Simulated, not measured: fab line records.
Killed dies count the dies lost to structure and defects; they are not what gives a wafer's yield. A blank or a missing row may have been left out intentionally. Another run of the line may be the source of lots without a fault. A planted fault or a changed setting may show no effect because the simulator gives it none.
A struck lot beside a sound one | flow nandHarc | 25 out of 1159 route steps
Sound: these wafers, L304.1, L304.2, L304.3. Struck: wafer L315.2 (L315.5, L315.6, from the same lot, were not struck and are left out); the cause is given at the end.
Each step with rows lists, per side, the tool, then ch with its chambers, then its first start. Under that, the readings that differ: sound wafers | struck wafers | difference of the means | sigmas: that difference in standard deviations of wafers without a fault.
alike: same words and numbers on both sides, and readings whose means sit less than 2 such deviations apart. not compared: any withheld reading, any reading some wafer has no value for, any bound like >300 that may hide the same value, and any number with overlapping values for which the record gives no deviation.
A row with sigmas, a row that says differs or no value, or rows on one side alone: a step with any of these is where the two part. Numbers that have no deviation but don't overlap get no sigmas and don't part them. Lack of a reading on every wafer of one side parts them only where that side has two or more wafers.

first, 1 step without rows for these wafers: NHARC_A_M0_SRD_25.
NHARC_A_M0_INSPECT_27:
  sound: defectInspect-01 at day 19 20:29; struck: defectInspect-02 at day 22 05:17
  alike: rawDefectCount
NHARC_A_M0_PRE_CLEAN_31: time 12 s.
  sound on pecvd-04 ch 0,1,2, day 19 20:34; struck on pecvd-03 ch 0, day 22 05:22
  alike: heaterPowerOuterW, heaterPowerW
NHARC_A_M0_DEP_32: deposits SiCN, target thk 30 nm.
  sound on pecvd-04 ch 0,1,2, day 19 20:38; struck on pecvd-03 ch 0, day 22 05:31
  alike: heaterPowerOuterW, heaterPowerW
then, 7 steps without rows for these wafers: NHARC_A_M1_DEP_00 (deposits SiOC, target thk 182.5 nm); NHARC_A_M1_DEHYDRATE_01 (time 120 s); NHARC_A_M1_HMDS_02 (time 30 s); NHARC_A_M1_COAT_34 (time 65 s); NHARC_A_M1_COAT_03 (resist thk 90 nm); NHARC_A_M1_SOFTBAKE_04 (time 55 s); NHARC_A_M1_EBR_05.
NHARC_A_M1_EXPOSE_06: exposes mask A M1, target cd 120 nm.
  sound on arfiScanner-01 ch 0, day 19 21:38; struck on arfiScanner-01 ch 0, day 22 06:32
  alike: mask, focusOffsetNm
then, 2 steps without rows for these wafers: NHARC_A_M1_PEB_07 (peb time 65 s); NHARC_A_M1_DEVELOP_08 (develop time 35 s).
NHARC_A_M1_CD_MEAS_09: target cd 120 nm.
  sound on cdSem-03 ch 0, day 19 21:47; struck on cdSem-02 ch 0
reading   | sound             | struck | difference | sigmas
cdNm (nm) | 119.1 120.0 119.4 | 127.0  | +7.5       | +14
  not compared: hold
NHARC_A_M1_OVL_MEAS_10: pitch 240 nm.
  sound: overlay-01 at day 19 21:52; struck: overlay-01 at day 22 11:14
reading         | sound         | struck                  | difference                   | sigmas
hold            | - - -         | awaitDispo/4.3h/release | no value on the sound wafers | 
overlayYNm (nm) | 0.3 -0.1 -0.5 | 1.6                     | +1.7                         | +3
  alike: overlayXNm
NHARC_A_M1_INSPECT_11:
  sound: defectInspect-01 at day 19 21:54; struck: defectInspect-02 at day 22 11:16
reading        | sound    | struck | difference | sigmas
rawDefectCount | 22 31 22 | 63     | +38        | +3
NHARC_A_M1_DESCUM_14: chemistry O2, time 3 s.
  sound on rieDiel-04 ch 0,1,3, day 19 21:58; struck on rieDiel-10 ch 0, day 22 11:33
reading              | sound             | struck | difference | sigmas
model.A_M1.cdNm (nm) | 118.6 119.8 119.3 | 127.4  | +8.2       | 
  alike: drypumpMotorCurrentA, oesProductAu, rfVppV, showerheadPlenumPTorr, throttleValvePct
  not compared: rfHoursCounterH
NHARC_A_M1_ETCH_35: etches the open film in N2/H2, target depth 40 nm, overetch 12 nm, time 43.94 s.
  sound on rieDiel-04 ch 0,1,3, day 19 22:03; struck on rieDiel-10 ch 3, day 22 11:40
  alike: drypumpMotorCurrentA, oesProductAu, rfVppV, showerheadPlenumPTorr, throttleValvePct
  not compared: rfHoursCounterH
NHARC_A_M1_ETCH_15: etches the open film in C4F8/Ar, target depth 182.5 nm, time 91.2 s.
  sound: rieDiel-04 ch 0,1,2; struck: rieDiel-10 ch 1
reading             | sound    | struck | difference | sigmas
rfHoursCounterH (h) | 10 11 11 | 12     | +1         | 
  alike: oesProductAu, rfVppV
NHARC_A_M1_CD_MEAS_16:
  sound: cdSem-02 at day 19 22:16; struck: cdSem-01 at day 22 12:04
reading   | sound             | struck | difference | sigmas
cdNm (nm) | 118.6 120.0 118.9 | 126.9  | +7.7       | +9
  not compared: hold
NHARC_A_M1_STRIP_18: strips in N2/H2.
  sound on rieDiel-08 ch 0,2,3, day 19 22:20; struck on rieDiel-10 ch 2, day 22 13:52
reading             | sound | struck                  | difference                   | sigmas
hold                | - - - | awaitDispo/1.7h/release | no value on the sound wafers | 
rfHoursCounterH (h) | 3 3 3 | 11                      | +8                           | 
  alike: drypumpMotorCurrentA, oesProductAu, powerW, rfVppV, showerheadPlenumPTorr, throttleValvePct
NHARC_A_M1_ETCH_28: etches the open film in CF4/N2, target depth 30 nm, time 72.99 s.
  sound: rieDiel-08 ch 0,1,2; struck: rieDiel-10 ch 3
reading                      | sound             | struck | difference | sigmas
rfHoursCounterH (h)          | 3 3 3             | 10     | +7         | 
rfVppV (V)                   | 317.2 316.3 316.5 | 311.8  | -4.9       | -2
showerheadPlenumPTorr (Torr) | 2.81 2.70 2.78    | 2.45   | -0.31      | -2
model.A_M1.cdNm (nm)         | 119.6 119.6 120   | 126.7  | +7.0       | 
  alike: drypumpMotorCurrentA, oesProductAu, throttleValvePct
then, 1 step without rows for these wafers: NHARC_A_M1_STRIP_19 (strips in post etch residue remover, time 600 s).
NHARC_END_SORT_01:
  at this point the record logs the struck wafers (prober-01 ch 0, day 24 09:04) and has no rows for the sound ones

== WHERE THEY PART ==
Earliest at NHARC_A_M1_CD_MEAS_09; latest, in this record, at NHARC_END_SORT_01.

WHY: what the simulator had put in
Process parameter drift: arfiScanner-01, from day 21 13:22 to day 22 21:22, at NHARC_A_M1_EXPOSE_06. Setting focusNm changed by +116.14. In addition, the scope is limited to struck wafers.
